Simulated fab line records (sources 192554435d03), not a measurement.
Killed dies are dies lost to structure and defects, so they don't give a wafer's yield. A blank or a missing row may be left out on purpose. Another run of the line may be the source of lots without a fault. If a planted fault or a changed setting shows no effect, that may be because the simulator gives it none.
Matching of chambers ; flow n5 finfet ; 3 sister chambers for N5_BEOL_M5_PRE_CLEAN_77 on cvd co-02
The step time 15 s. 24 wafers are shown with their chamber, then 12 later ones without.

== WAFERS, EACH WITH ITS CHAMBER ==
wafer;chamber;heater power w (W)
L074.1;2;82
L074.3;1;53
L074.5;1;51
L077.1;1;52
L077.4;1;52
L077.6;0;95
L075.3;0;97
L075.5;0;97
L075.6;1;53
L078.1;0;97
L078.2;2;81
L078.3;1;53
L076.1;0;98
L076.4;0;97
L076.5;1;51
L079.1;1;53
L079.2;0;99
L079.3;2;80
L079.4;1;52
L079.5;0;99
L079.6;2;83
L083.1;2;83
L083.3;0;97
L083.5;1;53

SIGNATURES, as means of the wafers listed above
reading;chamber 0;chamber 1;chamber 2;scatter within a chamber
heater power w;97.33;52.30;81.80;1.09
Rule: for each reading, subtract the chamber's mean from the wafer's reading, divide by that reading's scatter and square the result; add these up over the readings and take the root, which gives the wafer's distance from the chamber. The wafer belongs to the nearest chamber; if the next one is less than 2 further off, it can't be placed. The scatter is the square root of a quotient: the sum, over the shown wafers, of each reading's squared deviation from its chamber's mean, divided by wafers minus chambers.

== WAFERS WHOSE CHAMBER IS MISSING ==
wafer;heater power w (W)
L092.1;52
L092.4;81
L092.5;97
L093.1;83
L093.2;53
L093.5;98
L094.2;84
L094.3;51
L094.5;54
L097.1;83
L097.2;98
L097.4;95

== CHAMBER TAKEN BY EACH ==
wafer;from the rows above;in truth
L092.1;1;1
L092.4;2;2
L092.5;0;0
L093.1;2;2
L093.2;1;1
L093.5;0;0
L094.2;2;2
L094.3;1;1
L094.5;1;1
L097.1;2;2
L097.2;0;0
L097.4;0;0
Correct placement for 12 of the 12. From these rows, 0 cannot be placed. Placed wrongly: 0.
